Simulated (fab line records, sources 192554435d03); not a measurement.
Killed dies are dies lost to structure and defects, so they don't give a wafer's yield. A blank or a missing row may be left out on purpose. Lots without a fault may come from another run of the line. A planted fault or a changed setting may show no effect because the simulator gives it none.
Chamber matching | flow n5_finfet | N5_HKMG_FIN_ALD_21 on ald_metal-02: 4 sister chambers
The step deposits TiN, target thk 1.5 nm, pulse time 1 s, purge time 3 s. 4 wafers are shown with their chamber, then 7 later ones without.

WAFERS WITH THEIR CHAMBER
wafer  | chamber | heater_power_w (W)
L078.4 | 0       | 865
L085.1 | 3       | 963
L088.1 | 1       | 807
L088.2 | 2       | 860

WAFERS WITHOUT THEIR CHAMBER
wafer  | heater_power_w (W)
L088.3 | 944
L094.1 | 972
L094.2 | 850
L094.3 | 793
L096.1 | 976
L096.3 | 853
L096.5 | 861

WHICH CHAMBER EACH WENT THROUGH
wafer  | from the rows above     | in truth
L088.3 | 3                       | 3
L094.1 | 3                       | 3
L094.2 | can't be placed: 2 or 0 | 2
L094.3 | 1                       | 1
L096.1 | 3                       | 3
L096.3 | can't be placed: 2 or 0 | 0
L096.5 | can't be placed: 2 or 0 | 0
Placed correctly: 4 of 7. Can't be placed from these rows: 3 (the true chamber is among the candidates in 3). Placed wrongly: 0.
How it was worked out, from the rows above alone: a wafer's distance from a chamber is the root of the sum, over the readings, of the square of ((its reading less the chamber's mean) divided by the reading's scatter). The wafer belongs to the nearest chamber; if the next one is less than 2 further off, it can't be placed. A chamber's mean is the mean of its shown wafers. The scatter: with one shown wafer a chamber, the root of the mean of the squares of how far each hidden wafer lies from its nearest shown one.
